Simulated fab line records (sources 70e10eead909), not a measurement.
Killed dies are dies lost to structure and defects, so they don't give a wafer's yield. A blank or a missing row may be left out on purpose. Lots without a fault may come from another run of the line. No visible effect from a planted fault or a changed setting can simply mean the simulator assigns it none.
One fault seen from 2 desks + flow nand harc + each desk holds nothing but its own numbers, with what lay behind them at the end

TOOL OWNER'S DESK, rie diel-09
The tool's own readings at NHARC_P_M1_ETCH_15 (etches the open film in C4F8/Ar, target depth 182.5 nm, time 91.2 s): means of the sampled wafers that have a number, for each lot that ran on this tool. The brackets show how far a lot's mean lies from the usual mean; more than 4 standard deviations puts the lot out of limits, marked OUT.
Columns: A = oes product au at NHARC_P_M1_ETCH_15, usual 0.956 a.u.; B = rf vpp V at NHARC_P_M1_ETCH_15, usual 440.1 V; C = run length s at NHARC_P_M1_ETCH_15, usual 112.7 s
| lot  | first seen here | A     | B     | C                |
|------|-----------------|-------|-------|------------------|
| L604 | day 6 21:11     | 0.964 | 439.0 | 113.0            |
| L605 | day 6 21:35     | 0.975 | 438.5 | 113.0            |
| L606 | day 7 04:59     | 0.978 | 438.8 | 112.6            |
| L615 | day 10 06:56    | 0.978 | 440.0 | 110.0 (-5.7) OUT |
This desk's verdict: out of limits on L615, starting with L615 at day 10 06:56 (run length s at NHARC_P_M1_ETCH_15). L604, L605, L606: within limits.

AT THE METROLOGY DESK
Means of the sampled wafers that have a number, per lot and without regard to the tool the lot ran on: this is what the gauges read. The brackets show how far a lot's mean lies from the usual mean; more than 4 standard deviations puts the lot out of limits, marked OUT.
Columns: A = overlay x nm at NHARC_P_M1_OVL_MEAS_10, usual 0.1 nm; B = overlay y nm at NHARC_P_M1_OVL_MEAS_10, usual 0.0 nm
| lot  | first seen here | A    | B    |
|------|-----------------|------|------|
| L603 | day 6 10:28     | 0.6  | -0.8 |
| L602 | day 6 11:08     | 0.7  | 0.1  |
| L601 | day 6 11:41     | 0.7  | -0.3 |
| L604 | day 6 20:55     | -1.6 | 1.3  |
| L605 | day 6 21:19     | 0.7  | -1.0 |
| L606 | day 7 04:42     | 0.4  | -0.6 |
| L607 | day 7 11:37     | -0.6 | 0.8  |
| L615 | day 10 06:40    | -0.3 | -0.7 |
| L618 | day 10 07:10    | 0.4  | 0.4  |
| L619 | day 10 16:23    | -0.5 | -0.5 |
| L620 | day 10 16:37    | 1.5  | 1.4  |
| L621 | day 10 19:40    | 0.4  | -1.0 |
This desk's finding: nothing out of limits on any of the 12 lots.

PUT TOGETHER
The tool owner's desk could have raised an alarm at day 10 06:56, on L615.
The metrology desk saw nothing out of limits.
The metrology desk has L615 on record, within its limits.
Of the lots named, all ran NHARC_P_M1_ETCH_15 on rie diel-09.

WHAT THE SIMULATOR HAD INSERTED
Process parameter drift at NHARC_P_M1_ETCH_15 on rie diel-09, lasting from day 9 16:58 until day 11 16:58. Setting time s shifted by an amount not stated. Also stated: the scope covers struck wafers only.
Shown lots that were struck: L615.
Delay in hours, fault start to first out-of-limits reading, by desk: the tool owner's desk at 14.
